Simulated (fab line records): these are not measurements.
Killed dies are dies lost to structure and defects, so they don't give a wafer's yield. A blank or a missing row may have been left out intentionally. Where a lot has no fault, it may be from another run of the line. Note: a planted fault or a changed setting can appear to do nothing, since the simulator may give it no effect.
Split-lot study | flow n5-finfet | route with 1938 steps; 7 lots, 39 wafers read

## SPLIT DETAILS
At N5_GATE_CUT_ALD_22 (deposits SiNx, target thk 16 nm, pulse time 1 s, ald cycles 320), the setting ald-cycles was moved away from the recipe's 320 on 18 of the 39 wafers read, by -46.9% to +52.8%. For the rest of the wafers, this setting stayed at what the recipe calls for.

The reading comes from the split's own step.

## THE READING
SiNx_of_GATE_CUT_ALD_22.thk-nm (the simulator's own value, which no gauge read), in nm, at N5_GATE_CUT_ALD_22 (deposits SiNx, target thk 16 nm, pulse time 1 s, ald cycles 320). No usual value for it is given in the file. The 21 wafers here that ran the recipe average 16.0 nm, standard deviation 0.11 nm.

wafer  | tool, chamber at the split | ald-cycles as run | against the recipe | SiNx_of_GATE_CUT_ALD_22.thk-nm, nm | against lot-mates on the recipe
L074.1 | ald-sin-02, 0              | 320               | recipe             | 16                                 | -
L074.2 | ald-sin-02, 3,2            | 178               | -44.4%             | 9                                  | -7.1
L074.6 | ald-sin-02, 3,2            | 178               | -44.4%             | 9                                  | -7.1
L074.3 | ald-sin-02, 1              | 178               | -44.4%             | 8.8                                | -7.3
L074.4 | ald-sin-02, 2,3            | 320               | recipe             | 16.2                               | -
L074.5 | ald-sin-02, 2,3            | 320               | recipe             | 16.2                               | -
L080.1 | ald-sin-03, 3,1            | 320               | recipe             | 15.8                               | -
L080.5 | ald-sin-03, 3,1            | 320               | recipe             | 15.8                               | -
L080.2 | ald-sin-03, 0,1            | 170               | -46.9%             | 8.4                                | -7.5
L080.3 | ald-sin-03, 0,1            | 170               | -46.9%             | 8.4                                | -7.5
L080.4 | ald-sin-03, 2              | 170               | -46.9%             | 8.6                                | -7.3
L080.6 | ald-sin-03, 2              | 320               | recipe             | 16                                 | -
L086.2 | ald-sin-02, 1,3,1          | 320               | recipe             | 16                                 | -
L086.4 | ald-sin-02, 1,3,1          | 320               | recipe             | 16                                 | -
L086.6 | ald-sin-02, 1,3,1          | 320               | recipe             | 16                                 | -
L087.1 | ald-sin-02, 0,1,3          | 489               | +52.8%             | 24.4                               | +8.5
L087.2 | ald-sin-02, 0,1,3          | 489               | +52.8%             | 24.4                               | +8.5
L087.5 | ald-sin-02, 0,1,3          | 489               | +52.8%             | 24.4                               | +8.5
L087.3 | ald-sin-02, 3,1            | 320               | recipe             | 16                                 | -
L087.6 | ald-sin-02, 3,1            | 320               | recipe             | 16                                 | -
L087.4 | ald-sin-02, 0              | 320               | recipe             | 15.8                               | -
L089.1 | ald-sin-02, 0,3,1          | 320               | recipe             | 16                                 | -
L089.2 | ald-sin-02, 0,3,1          | 320               | recipe             | 16                                 | -
L089.5 | ald-sin-02, 0,3,1          | 320               | recipe             | 16                                 | -
L089.3 | ald-sin-02, 1,0,3          | 197               | -38.4%             | 9.8                                | -6.2
L089.4 | ald-sin-02, 1,0,3          | 197               | -38.4%             | 9.8                                | -6.2
L089.6 | ald-sin-02, 1,0,3          | 197               | -38.4%             | 9.8                                | -6.2
L091.1 | ald-sin-03, 3,1,2          | 320               | recipe             | 16                                 | -
L091.3 | ald-sin-03, 3,1,2          | 320               | recipe             | 16                                 | -
L091.4 | ald-sin-03, 3,1,2          | 320               | recipe             | 16                                 | -
L091.2 | ald-sin-03, 0,1            | 261               | -18.4%             | 13                                 | -3.0
L091.6 | ald-sin-03, 0,1            | 261               | -18.4%             | 13                                 | -3.0
L091.5 | ald-sin-03, 3              | 261               | -18.4%             | 12.8                               | -3.2
L096.1 | ald-sin-01, 3,1,0          | 480               | +50.0%             | 24                                 | +8.1
L096.5 | ald-sin-01, 3,1,0          | 480               | +50.0%             | 24                                 | +8.1
L096.6 | ald-sin-01, 3,1,0          | 480               | +50.0%             | 24                                 | +8.1
L096.2 | ald-sin-01, 1,2            | 320               | recipe             | 15.8                               | -
L096.4 | ald-sin-01, 1,2            | 320               | recipe             | 15.8                               | -
L096.3 | ald-sin-01, 0              | 320               | recipe             | 16                                 | -
If several chambers appear in one row, that row covers several wafers at once and the file leaves open which wafer was in which chamber.

THE FIT
A straight line over all 39 wafers: SiNx_of_GATE_CUT_ALD_22.thk-nm changes by +0.16 nm for each +1% of ald-cycles; r = +1.00; the points scatter about the line by 0.1 nm.
The same after taking each lot's own level away (the mean of its wafers on the recipe; 39 wafers): +0.161 nm for each +1%; r = +1.00; scatter 0.092 nm.
According to that fit, moving ald-cycles by its largest amount changes the reading by 8.5 nm.
The span of the lots' own levels, 15.87 to 16.13 nm, comes to 2.4 times the standard deviation stated above.
The two slopes are in agreement: the lot-to-lot level therefore moves the slope only a little.
Check: with one of the wafers moved furthest among these (+52.8%) left out of the fit, the line predicts +8.51 nm for it against its lot-mates. It came out at +8.47 nm against them.

## ADDITIONAL SPLITS CARRIED BY THESE WAFERS
These wafers also went through other splits before the reading. Each is held against what the fit with the lots' levels taken away leaves over:
other split on the same wafers | wafers away from the commonest value | r with SiNx_of_GATE_CUT_ALD_22.thk-nm (lot level and that fit taken away)
N5_SD_EPI_N_DESCUM_14 time-s   | 12                                   | -0.23
N5_ILD0_PRECLEAN_10 time-s     | 15                                   | -0.29

## THE WHOLE CHAIN: every reading that the file lists as answering this split, in the file's order
step               | what it does                                                    | reading                                                                         | change (the file's fit)                                                              | r (the file's)
N5_GATE_CUT_ALD_22 | deposits SiNx, target thk 16 nm, pulse time 1 s, ald cycles 320 | SiNx_of_GATE_CUT_ALD_22.thk-nm (the simulator's own value, which no gauge read) | +0.161 nm for each +1% of the setting                                                | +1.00
N5_GATE_CUT_CMP_23 | polishes, stops on SiO2, t overpolish 23.4 s, target thk 16 nm  | SiNx_of_GATE_CUT_ALD_22.thk-nm (the simulator's own value, which no gauge read) | not straight: 8.467 at the lowest setting, 15.97 at the recipe, 16.33 at the highest | not given

## THE FILE'S OWN FIT
SiNx_of_GATE_CUT_ALD_22.thk-nm changes by +0.161 nm for each +1% of ald-cycles, r = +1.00.
